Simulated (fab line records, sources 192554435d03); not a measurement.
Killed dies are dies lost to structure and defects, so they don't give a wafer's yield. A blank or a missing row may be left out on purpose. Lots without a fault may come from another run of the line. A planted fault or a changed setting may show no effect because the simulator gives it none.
One fault seen from 3 desks | flow n5_finfet | each desk has only its own numbers; what lay behind them comes last

THE DEFECT DESK
What the inspections along the route counted, lot by lot: means of the sampled wafers that have a number. A lot is out of limits, marked OUT, if its mean lies more than 4 standard deviations from the usual mean; the brackets give that distance.
Columns: A = raw_defect_count at N5_BEOL_M15_INSPECT_12, usual 2.0
lot  | first seen here | A
L291 | day 11 18:24    | 2.7
L293 | day 12 06:57    | 2.0
L292 | day 12 07:09    | 2.3
L302 | day 14 19:58    | 1.0
L300 | day 14 20:19    | 3.0
L303 | day 15 02:57    | 2.7
L305 | day 15 14:04    | 1.3
L304 | day 15 22:01    | 1.3
L307 | day 16 11:41    | 1.3
L309 | day 17 03:05    | 3.3
L311 | day 17 12:25    | 1.3
This desk's finding: nothing out of limits on any of the 11 lots.

THE METROLOGY DESK
What the gauges read, lot by lot, whatever tool the lot ran on: means of the sampled wafers that have a number. A lot is out of limits, marked OUT, if its mean lies more than 4 standard deviations from the usual mean; the brackets give that distance.
Columns: A = M15_ILD_THK at N5_BEOL_M15_THK_MEAS_01, usual 1621 nm
lot  | first seen here | A
L291 | day 11 18:02    | 1622
L293 | day 12 06:28    | 1626
L292 | day 12 06:47    | 1642
L302 | day 14 19:36    | 1604
L300 | day 14 19:58    | 1581
L303 | day 15 02:35    | 1616
L305 | day 15 13:43    | 1634
L304 | day 15 21:40    | 1611
L307 | day 16 11:19    | 1598
L309 | day 17 02:43    | 1615
L311 | day 17 12:03    | 1637
This desk's finding: nothing out of limits on any of the 11 lots.

THE TOOL OWNER'S DESK: rie_diel-01
The tool's own readings at N5_BEOL_M15_ETCH_57 (etches SOC in N2/H2, time 750 s): means of the sampled wafers that have a number, for each lot that ran on this tool. A lot is out of limits, marked OUT, if its mean lies more than 4 standard deviations from the usual mean; the brackets give that distance.
Columns: A = drypump_motor_current_A at N5_BEOL_M15_ETCH_57, usual 5.8 A; B = oes_product_au at N5_BEOL_M15_ETCH_57, usual 0.75 a.u.; C = rf_vpp_V at N5_BEOL_M15_ETCH_57, usual 523.9 V; D = showerhead_plenum_p_Torr at N5_BEOL_M15_ETCH_57, usual 2.54 Torr; E = throttle_valve_pct at N5_BEOL_M15_ETCH_57, usual 17.85 %
lot  | first seen here | A   | B    | C     | D    | E
L291 | day 11 19:02    | 5.8 | 0.75 | 523.8 | 2.54 | 17.89
L293 | day 12 07:36    | 5.7 | 0.72 | 521.8 | 2.49 | 17.94
L300 | day 14 21:00    | 6.5 | 1.02 | 522.6 | 2.58 | 17.83
This desk's finding: nothing out of limits on any of the 3 lots.

PUT TOGETHER
The defect desk saw nothing out of limits.
The metrology desk saw nothing out of limits.
The tool owner's desk saw nothing out of limits.

WHAT THE SIMULATOR HAD PUT IN
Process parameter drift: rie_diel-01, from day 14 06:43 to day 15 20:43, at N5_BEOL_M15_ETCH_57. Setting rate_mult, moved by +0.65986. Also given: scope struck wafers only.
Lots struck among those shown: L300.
